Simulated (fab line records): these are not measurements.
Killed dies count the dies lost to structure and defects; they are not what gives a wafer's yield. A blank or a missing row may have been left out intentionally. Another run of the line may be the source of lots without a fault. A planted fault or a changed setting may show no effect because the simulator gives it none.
What tool caused it? | flow n5-finfet | 10 lots, 30 wafers sampled, at 4 steps of a route of 1938

WHAT THE GAUGES READ, wafer by wafer
N5_BEOL_M1_THK_MEAS_01.
lot  | measured     | on            | M1_ILD_THK (nm)
L645 | day 6 14:15  | film-metro-01 | 79.4 80.4 80.3
L650 | day 7 22:07  | film-metro-02 | 78.7 79.7 80.0
L652 | day 8 07:22  | film-metro-01 | 79.5 79.7 78.7
L654 | day 8 21:31  | film-metro-02 | 78.5 77.6 79.4
L655 | day 9 03:26  | film-metro-01 | 79.5 78.3 79.0
L656 | day 9 08:47  | film-metro-02 | 79.3 78.3 81.4
L662 | day 10 17:12 | film-metro-02 | 135.9 80.4 135.3
L660 | day 10 19:24 | film-metro-01 | 135.0 79.5 134.3
L663 | day 11 02:47 | film-metro-02 | 78.6 78.9 79.8
L666 | day 11 20:01 | film-metro-01 | 77.9 79.4 79.5

TOOL THAT RAN EACH LOT (tool first, then ch and the chambers of the sampled wafers, then the start)
lot  | N5_BEOL_M0_PRE_CLEAN_131         | N5_BEOL_M0_CO_CAP_123            | N5_BEOL_M1_ILD_DEP_00
L645 | cvd-co-01 ch 0,2, day 6 13:52    | cvd-co-01 ch 0,2, day 6 13:56    | pecvd-03 ch 0,1,2, day 6 14:11
L650 | cvd-co-01 ch 0,2, day 7 21:46    | cvd-co-01 ch 0,2, day 7 21:48    | pecvd-04 ch 0,2, day 7 22:03
L652 | cvd-co-01 ch 1,2, day 8 07:00    | cvd-co-01 ch 1,2, day 8 07:02    | pecvd-03 ch 0,1, day 8 07:17
L654 | cvd-co-01 ch 0,2, day 8 21:10    | cvd-co-01 ch 0,2, day 8 21:13    | pecvd-04 ch 0,1,2, day 8 21:28
L655 | cvd-co-02 ch 0,1,2, day 9 03:05  | cvd-co-02 ch 0,1,2, day 9 03:07  | pecvd-02 ch 0,1,2, day 9 03:22
L656 | cvd-co-01 ch 0,1,2, day 9 08:26  | cvd-co-01 ch 0,1,2, day 9 08:29  | pecvd-04 ch 0,1, day 9 08:44
L662 | cvd-co-01 ch 0,1, day 10 16:47   | cvd-co-01 ch 0,1, day 10 16:51   | pecvd-04 ch 0,1,2, day 10 17:08
L660 | cvd-co-02 ch 0,1,2, day 10 19:01 | cvd-co-02 ch 0,1,2, day 10 19:04 | pecvd-04 ch 0,1, day 10 19:19
L663 | cvd-co-02 ch 0,2, day 11 02:26   | cvd-co-02 ch 0,2, day 11 02:28   | pecvd-02 ch 1,2, day 11 02:43
L666 | cvd-co-01 ch 1,2, day 11 19:39   | cvd-co-01 ch 1,2, day 11 19:41   | pecvd-02 ch 0,2, day 11 19:56
- N5_BEOL_M0_PRE_CLEAN_131: time 15 s.
- N5_BEOL_M0_CO_CAP_123: material Co, precursor CCTBA/H2, target thk 2 nm, time 102.1 s.
- N5_BEOL_M1_ILD_DEP_00: deposits SiOC from DEMS/O2, target thk 79 nm, time 15.3 s.

THE ANSWER, worked out from the rows above alone
Rule: the lots themselves supply what counts as usual. Put in order of their means at a reading, lots are off if they are a third of the lots or fewer, leave a main group of 4 or more, and stand apart from it by a gap of 3 or more times the standard deviation of the main group's means; of several such gaps the widest counts. Not used: any main group whose means are identical at the precision the tables above print for the reading. Also off: a lot with no number at a reading for which 4 or more lots have one. The other lots that the step has rows for count as sound.
Off: L662, L660, at N5_BEOL_M1_THK_MEAS_01 (M1_ILD_THK). For the main group the mean is 79.2 nm and the standard deviation 0.45.
A tool fits if, at a process step before that reading, it ran every lot that is off, and no sound lot after the first of them. Gauges at N5_BEOL_M1_THK_MEAS_01: tried the same way as those tools. One fits: N5_BEOL_M1_ILD_DEP_00 on pecvd-04. A fault onset in the window from L656 (day 9 08:44, its last sound lot) to L662 (day 10 17:08, its first lot off) fits.

WHAT HAD BEEN PUT IN BY THE SIMULATOR
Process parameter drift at N5_BEOL_M1_ILD_DEP_00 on pecvd-04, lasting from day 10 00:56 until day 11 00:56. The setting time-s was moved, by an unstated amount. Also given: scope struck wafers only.
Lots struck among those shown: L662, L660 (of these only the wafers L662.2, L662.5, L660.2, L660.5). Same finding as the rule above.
